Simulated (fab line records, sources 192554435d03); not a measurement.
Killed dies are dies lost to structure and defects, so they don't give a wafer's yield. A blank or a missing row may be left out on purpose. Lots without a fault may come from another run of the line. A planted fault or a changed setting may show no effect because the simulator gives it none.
Which tool did it? | flow n5_finfet | 11 lots, 32 wafers sampled, at 4 steps of a route of 1938

WHAT THE GAUGES READ, wafer by wafer
N5_BEOL_M1_INSPECT_13: inspects for defects (brightfield).
lot  | measured     | on                | raw_defect_count
L816 | day 6 11:57  | defect_inspect-02 | 278 308 350
L818 | day 6 19:38  | defect_inspect-01 | 531 588 384
L819 | day 7 05:34  | defect_inspect-01 | 630 559 561
L822 | day 7 21:59  | defect_inspect-01 | 761 553 646
L823 | day 8 02:46  | defect_inspect-02 | 672 337 444
L829 | day 9 16:14  | defect_inspect-02 | 387 424 424
L831 | day 10 01:04 | defect_inspect-02 | 343 341 435
L834 | day 10 17:31 | defect_inspect-01 | 430 463
L837 | day 11 11:41 | defect_inspect-01 | 390 441 435
L836 | day 11 12:02 | defect_inspect-02 | 360 362 308
L838 | day 12 04:02 | defect_inspect-02 | 419 511 320

WHICH TOOL RAN EACH LOT (tool, then ch and the chambers of the sampled wafers, then the start)
lot  | N5_BEOL_M0_SPUTTER_116       | N5_BEOL_M0_ANNEAL_135        | N5_BEOL_M1_COAT_73
L816 | pvd_sputter-02, day 6 08:32  | pvd_sputter-02, day 6 08:52  | litho_track-03 ch 0, day 6 11:28
L818 | pvd_sputter-03, day 6 16:31  | pvd_sputter-03, day 6 16:50  | litho_track-03 ch 0, day 6 19:18
L819 | pvd_sputter-02, day 7 01:10  | pvd_sputter-02, day 7 01:29  | litho_track-02 ch 0, day 7 05:13
L822 | pvd_sputter-02, day 7 18:15  | pvd_sputter-02, day 7 18:34  | litho_track-03 ch 0, day 7 21:28
L823 | pvd_sputter-02, day 7 21:17  | pvd_sputter-02, day 7 21:37  | litho_track-05 ch 0, day 8 02:25
L829 | pvd_sputter-01, day 9 12:44  | pvd_sputter-01, day 9 13:04  | litho_track-03 ch 0, day 9 15:54
L831 | pvd_sputter-02, day 9 21:53  | pvd_sputter-02, day 9 22:13  | litho_track-03 ch 0, day 10 00:43
L834 | pvd_sputter-03, day 10 14:36 | pvd_sputter-03, day 10 14:54 | litho_track-02 ch 0, day 10 17:02
L837 | pvd_sputter-03, day 11 09:25 | pvd_sputter-03, day 11 09:44 | litho_track-05 ch 0, day 11 11:20
L836 | pvd_sputter-03, day 11 09:51 | pvd_sputter-03, day 11 10:10 | litho_track-02 ch 0, day 11 11:41
L838 | pvd_sputter-02, day 11 22:20 | pvd_sputter-02, day 11 22:39 | litho_track-05 ch 0, day 12 03:34
- N5_BEOL_M0_SPUTTER_116: material Cu, target thk 4 nm, time 7.37 s.
- N5_BEOL_M0_ANNEAL_135: time 60 s.
- N5_BEOL_M1_COAT_73: time 60 s, resist thk 5 nm.

THE ANSWER, worked out from the rows above alone
Rule: what is usual is taken from the lots themselves. Put in order of their means at a reading, lots are off if they are a third of the lots or fewer, leave a main group of 4 or more, and stand apart from it by a gap of 3 or more times the standard deviation of the main group's means; of several such gaps the widest counts. A main group whose means are all the same, to the digits that the tables above print for the reading, isn't used. A lot without any number at a reading at which 4 lots or more have one is off too. The other lots that the step has rows for count as sound.
No lot is off at any reading shown: from this, nothing can be told.

WHAT THE SIMULATOR HAD PUT IN
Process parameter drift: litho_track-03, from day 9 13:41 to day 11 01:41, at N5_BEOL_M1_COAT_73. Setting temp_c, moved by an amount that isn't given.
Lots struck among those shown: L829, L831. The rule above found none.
